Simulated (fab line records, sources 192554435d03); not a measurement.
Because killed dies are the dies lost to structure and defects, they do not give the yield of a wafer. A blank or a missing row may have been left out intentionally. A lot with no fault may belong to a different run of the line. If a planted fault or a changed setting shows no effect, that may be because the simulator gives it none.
Split-lot study | flow n5Finfet | route with 1938 steps; 7 lots, 39 wafers read

ON THE SPLIT
At N5_BEOL_M9_TRENCH_ETCH_37 (etches SiCOH lowk in C4F6/O2, target depth 151.43 nm, time 49 s), the setting timeS was moved away from the recipe's 49 s on 15 of the 39 wafers read, by -34.1% to +49.3%. All remaining wafers had this setting at the recipe value.

FROM THE SPLIT TO THE READING: what the file shows between them, 8 steps
- N5_BEOL_M9_ETCH_41: etches SiCN in CH3F/O2, target depth 36.6 nm, time 70.1 s
- N5_BEOL_M9_STRIP_80: strips in N2/H2, time 10 s
- N5_BEOL_M9_OCD_MEAS_38
- N5_BEOL_M9_HM_STRIP_39: strips TiN in peroxide tin strip, target depth 25 nm, time 158 s
- N5_BEOL_M9_SRD_40: time 30 s
- N5_BEOL_M9_ECD_50: material Cu, target thk 318 nm
- N5_BEOL_M9_ANNEAL_51: time 90 s
- N5_BEOL_M9_CMP_52: polishes, stops on SiCOH lowk, t overpolish 7 s, target thk 140 nm

THE READING
M9_THK, in nm, at N5_BEOL_M9_THK_MEAS_53 (measures by xrf). On this fab line, fault-free wafers typically give 142 nm with a standard deviation of 5 nm.

wafer  | tool, chamber at the split | timeS as run, s | against the recipe | M9_THK, nm | against lot-mates on the recipe
L075.1 | rieDiel-02, 0              | 49              | recipe             | 137        | -
L075.2 | rieDiel-02, 3              | 32.3            | -34.1%             | 87         | -55
L075.3 | rieDiel-02, 2              | 49              | recipe             | 144        | -
L075.4 | rieDiel-02, 1              | 32.3            | -34.1%             | 87         | -55
L075.5 | rieDiel-02, 3              | 32.3            | -34.1%             | 86         | -56
L075.6 | rieDiel-02, 2              | 49              | recipe             | 144        | -
L077.1 | rieDiel-02, 1              | 37.18           | -24.1%             | 103        | -40
L077.2 | rieDiel-02, 3              | 49              | recipe             | 138        | -
L077.3 | rieDiel-02, 0              | 37.18           | -24.1%             | 105        | -38
L077.4 | rieDiel-02, 2              | 49              | recipe             | 149        | -
L077.5 | rieDiel-02, 0              | 37.18           | -24.1%             | 102        | -41
L077.6 | rieDiel-02, 3              | 49              | recipe             | 141        | -
L082.1 | rieDiel-02, 2              | 49              | recipe             | 141        | -
L082.2 | rieDiel-02, 3              | 34.71           | -29.2%             | 92         | -47
L082.3 | rieDiel-02, 0              | 49              | recipe             | 135        | -
L082.4 | rieDiel-02, 1              | 49              | recipe             | 141        | -
L082.5 | rieDiel-02, 1              | 34.71           | -29.2%             | 95         | -44
L082.6 | rieDiel-02, 0              | 34.71           | -29.2%             | 92         | -47
L084.1 | rieDiel-04, 3              | 41.45           | -15.4%             | 123        | -20
L084.2 | rieDiel-04, 2              | 41.45           | -15.4%             | 114        | -29
L084.3 | rieDiel-04, 1              | 49              | recipe             | 148        | -
L084.4 | rieDiel-04, 0              | 49              | recipe             | 140        | -
L084.5 | rieDiel-04, 1              | 41.45           | -15.4%             | 122        | -21
L084.6 | rieDiel-04, 2              | 49              | recipe             | 140        | -
L086.1 | rieDiel-04, 3              | 49              | recipe             | 147        | -
L086.2 | rieDiel-04, 2              | 73.14           | +49.3%             | 207        | +62
L086.3 | rieDiel-04, 1              | 49              | recipe             | 143        | -
L086.4 | rieDiel-04, 3              | 73.14           | +49.3%             | 227        | +82
L086.5 | rieDiel-04, 2              | 73.14           | +49.3%             | 209        | +64
L086.6 | rieDiel-04, 1              | 49              | recipe             | 146        | -
L087.3 | rieDiel-02, 3              | 49              | recipe             | 139        | -
L087.4 | rieDiel-02, 1              | 49              | recipe             | 140        | -
L087.5 | rieDiel-02, 3              | 49              | recipe             | 140        | -
L090.1 | rieDiel-04, 1              | 49              | recipe             | 146        | -
L090.2 | rieDiel-04, 0              | 49              | recipe             | 138        | -
L090.3 | rieDiel-04, 3              | 49              | recipe             | 146        | -
L090.4 | rieDiel-04, 2              | 49              | recipe             | 135        | -
L090.5 | rieDiel-04, 0              | 49              | recipe             | 141        | -
L090.6 | rieDiel-04, 1              | 49              | recipe             | 141        | -

FIT RESULTS
A straight line over all 39 wafers: M9_THK changes by +1.54 nm for each +1% of timeS; r = +0.99; the points scatter about the line by 4.5 nm.
The same after taking each lot's own level away (the mean of its wafers on the recipe; 39 wafers): +1.49 nm for each +1%; r = +0.99; scatter 4.3 nm.
That fit puts the effect of the largest move of timeS on the reading at 74 nm.
Across the lots, their own levels run from 139.0 to 145.3 nm, a range of 1.3 times the standard deviation given above.
Consequently the slope shifts little with the lot-to-lot level, the two slopes agreeing.
Check: with one of the wafers moved furthest among these (+49.3%) left out of the fit, the line predicts +75.5 nm for it against its lot-mates. Against them it came out at +61.7 nm.

THE WHOLE CHAIN: every reading that the file lists as answering this split, in the file's order
step                      | what it does                                                       | reading                                                                         | change (the file's fit)                                                              | r (the file's)
N5_BEOL_M9_TRENCH_ETCH_37 | etches SiCOH lowk in C4F6/O2, target depth 151.43 nm, time 49 s    | BEOL_M9.featureDepthNm (the simulator's own value, which no gauge read)         | +1.46 nm for each +1% of the setting                                                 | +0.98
N5_BEOL_M9_TRENCH_ETCH_37 | etches SiCOH lowk in C4F6/O2, target depth 151.43 nm, time 49 s    | etch.depthNm (the simulator's own value, which no gauge read)                   | +1.46 nm for each +1% of the setting                                                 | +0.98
N5_BEOL_M9_TRENCH_ETCH_37 | etches SiCOH lowk in C4F6/O2, target depth 151.43 nm, time 49 s    | TiN_of_BEOL_M9_HM_DEP_02.thkNm (the simulator's own value, which no gauge read) | -0.0362 nm for each +1% of the setting                                               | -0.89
N5_BEOL_M9_OCD_MEAS_38    |                                                                    | trenchDepthNm                                                                   | +1.46 nm for each +1% of the setting                                                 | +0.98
N5_BEOL_M9_CMP_52         | polishes, stops on SiCOH lowk, t overpolish 7 s, target thk 140 nm | Cu_of_BEOL_M9_ECD_50.thkNm (the simulator's own value, which no gauge read)     | +1.48 nm for each +1% of the setting                                                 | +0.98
N5_BEOL_M9_THK_MEAS_53    | measures by xrf                                                    | M9_THK                                                                          | +1.51 for each +1% of the setting                                                    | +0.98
N5_BEOL_M9_RS_MEAS_57     | measures by four-point-probe                                       | M9_RS                                                                           | not straight: 0.267 at the lowest setting, 0.153 at the recipe, 0.097 at the highest | not given

FILE'S OWN FIT
M9_THK changes by +1.51 nm for each +1% of timeS, r = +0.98.
